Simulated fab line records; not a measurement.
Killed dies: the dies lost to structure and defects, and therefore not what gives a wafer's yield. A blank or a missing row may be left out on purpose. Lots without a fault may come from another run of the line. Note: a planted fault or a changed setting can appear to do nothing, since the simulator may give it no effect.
Matching of chambers || flow n5_finfet || N5_BEOL_M6_CURE_74 on uv_cure-03 has 3 sister chambers
The step cures SiCOH lowk, time 240 s. 3 wafers are shown with their chamber, then 9 later ones without.

## WAFERS WITH THEIR CHAMBER
{"wafer": "L086.6", "chamber": 0, "wafer_temp_C_max": 386.1}
{"wafer": "L088.5", "chamber": 2, "wafer_temp_C_max": 386.7}
{"wafer": "L087.6", "chamber": 1, "wafer_temp_C_max": 387.2}

## WAFERS WITHOUT THEIR CHAMBER
{"wafer": "L090.1", "wafer_temp_C_max": 386.4}
{"wafer": "L090.4", "wafer_temp_C_max": 387.1}
{"wafer": "L090.5", "wafer_temp_C_max": 386.4}
{"wafer": "L090.2", "wafer_temp_C_max": 386.6}
{"wafer": "L090.3", "wafer_temp_C_max": 386.9}
{"wafer": "L090.6", "wafer_temp_C_max": 386.7}
{"wafer": "L096.2", "wafer_temp_C_max": 387.4}
{"wafer": "L096.3", "wafer_temp_C_max": 386.7}
{"wafer": "L096.4", "wafer_temp_C_max": 387.8}

## CHAMBER TAKEN BY EACH
{"wafer": "L090.1", "from the rows above": "can't be placed: 0 or 2 or 1", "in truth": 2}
{"wafer": "L090.4", "from the rows above": "can't be placed: 1 or 2", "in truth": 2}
{"wafer": "L090.5", "from the rows above": "can't be placed: 0 or 2 or 1", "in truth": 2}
{"wafer": "L090.2", "from the rows above": "can't be placed: 2 or 0 or 1", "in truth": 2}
{"wafer": "L090.3", "from the rows above": "can't be placed: 2 or 1", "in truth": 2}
{"wafer": "L090.6", "from the rows above": "can't be placed: 2 or 1", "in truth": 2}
{"wafer": "L096.2", "from the rows above": "can't be placed: 1 or 2", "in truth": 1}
{"wafer": "L096.3", "from the rows above": "can't be placed: 2 or 1", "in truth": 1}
{"wafer": "L096.4", "from the rows above": "can't be placed: 1 or 2", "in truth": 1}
0 of 9 placed correctly. Cannot be placed on the basis of these rows: 9; the candidates contain the true chamber in 9. 0 placed wrongly.
How it was worked out, from the rows above alone: a wafer's distance from a chamber is the root of the sum, over the readings, of the square of ((its reading less the chamber's mean) divided by the reading's scatter). The wafer belongs to the nearest chamber; if the next one is less than 2 further off, it can't be placed. A chamber's mean is the mean of its shown wafers. The scatter (one wafer shown for each chamber): square how far every hidden wafer sits from the nearest shown wafer, average those squares and take the square root.
